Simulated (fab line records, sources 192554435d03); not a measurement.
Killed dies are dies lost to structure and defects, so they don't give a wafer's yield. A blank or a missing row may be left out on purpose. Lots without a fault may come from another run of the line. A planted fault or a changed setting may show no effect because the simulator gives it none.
A struck lot beside a sound one | flow n5_finfet | 20 steps out of a route of 1938
Sound: wafers L173.1, L173.2, L173.6. Struck: wafers L178.1, L178.3, L178.6. The cause comes at the end.
At each step with rows: each side's tool, then ch and its chambers, then its first start. Under that, the readings that differ: sound wafers | struck wafers | difference of the means | sigmas: that difference in standard deviations of wafers without a fault.
alike: readings whose means differ by less than 2 such deviations, and words and numbers that are the same on both sides. not compared: withheld readings, readings that some wafer has no value for, bounds like >300 that may hide the same value, and numbers for which the record gives no deviation and whose values overlap.
The two part at a step that has a row with sigmas, a row that says differs or no value, or rows on one side only. Numbers that don't overlap but have no deviation are shown without sigmas and don't part them. A reading that every wafer of one side lacks parts them only if that side has two wafers or more.

first, 8 steps without rows for these wafers: N5_BEOL_M12_SPUTTER_45 (material Cu, target thk 80 nm, time 13.33 s); N5_BEOL_M12_ECD_47 (material Cu, target thk 720 nm); N5_BEOL_M12_ANNEAL_48 (time 90 s); N5_BEOL_M12_CMP_49 (polishes, stops on SiOC, t overpolish 20.6 s, target thk 320 nm); N5_BEOL_M12_PRE_CLEAN_52 (time 15 s); N5_BEOL_M12_DEP_53 (deposits SiCN from 3MS/NH3, target thk 30 nm, time 10.5 s); N5_BEOL_M13_ILD_DEP_00 (deposits SiOC from DEMS/O2, target thk 837.92 nm, time 166.4 s); N5_BEOL_M13_COAT_58 (time 60 s, resist thk 89 nm).
N5_BEOL_M13_COAT_04: resist thk 400 nm.
  sound on litho_track-03 ch 0, day 12 05:52; struck on litho_track-03 ch 0, day 13 22:30
  reading                                    | sound                | struck               | difference | sigmas
  spin_speed_rpm (rpm)                       | 1625.5 1627.3 1625.4 | 1336.4 1337.7 1339.1 | -288.3     | -99 or more
  model.coat_of_BEOL_M13_COAT_04.thk_nm (nm) | 400 400 400.2        | 439.8 440.8 439.6    | +40.0      |
then, 8 steps without rows for these wafers: N5_BEOL_M13_EBR_06; N5_BEOL_M13_SOFTBAKE_05 (time 60 s); N5_BEOL_M13_EXPOSE_07 (exposes mask V12); N5_BEOL_M13_PEB_08 (peb time 90 s); N5_BEOL_M13_DEVELOP_09 (develop time 45 s); N5_BEOL_M13_HARDBAKE_14 (time 120 s); N5_BEOL_M13_DESCUM_15 (chemistry O2, time 7.9 s); N5_BEOL_M13_ETCH_59 (etches BARC in N2/H2, target depth 89 nm, overetch 26.7 nm, time 67.9 s).
N5_BEOL_M13_VIA_ETCH_16: etches SiOC in C4F8/O2/Ar, target depth 921.7 nm.
  sound on rie_diel-04 ch 1,2,3, day 12 06:18; struck on rie_diel-03 ch 2,3, day 13 23:09
  reading                                    | sound          | struck            | difference | sigmas
  model.coat_of_BEOL_M13_COAT_04.thk_nm (nm) | 69.2 67.4 64.4 | 109.2 109.4 104.8 | +40.8      |
  alike: drypump_motor_current_A, oes_product_au, rf_vpp_V, showerhead_plenum_p_Torr, throttle_valve_pct
N5_BEOL_M13_STRIP_63: strips in N2/H2.
  sound on plasma_asher-02 ch 0,1, day 12 06:32; struck on plasma_asher-01 ch 0,1, day 13 23:23
  reading                      | sound          | struck         | difference | sigmas
  strip_time_to_endpoint_s (s) | 27.5 26.9 26.0 | 38.8 38.8 37.6 | +11.6      | +10
  alike: drypump_motor_current_A, heater_power_w, oes_product_au
  not compared: rf_hours_counter_h
then, 1 step without rows for these wafers: N5_BEOL_M13_STRIP_64 (strips in N2/H2).

WHERE THEY PART
First at N5_BEOL_M13_COAT_04; last, within this record, at N5_BEOL_M13_STRIP_63.

WHY: what the simulator had put in
Process parameter drift: litho_track-03, from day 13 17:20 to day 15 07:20, at N5_BEOL_M13_COAT_04. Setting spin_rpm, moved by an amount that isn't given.
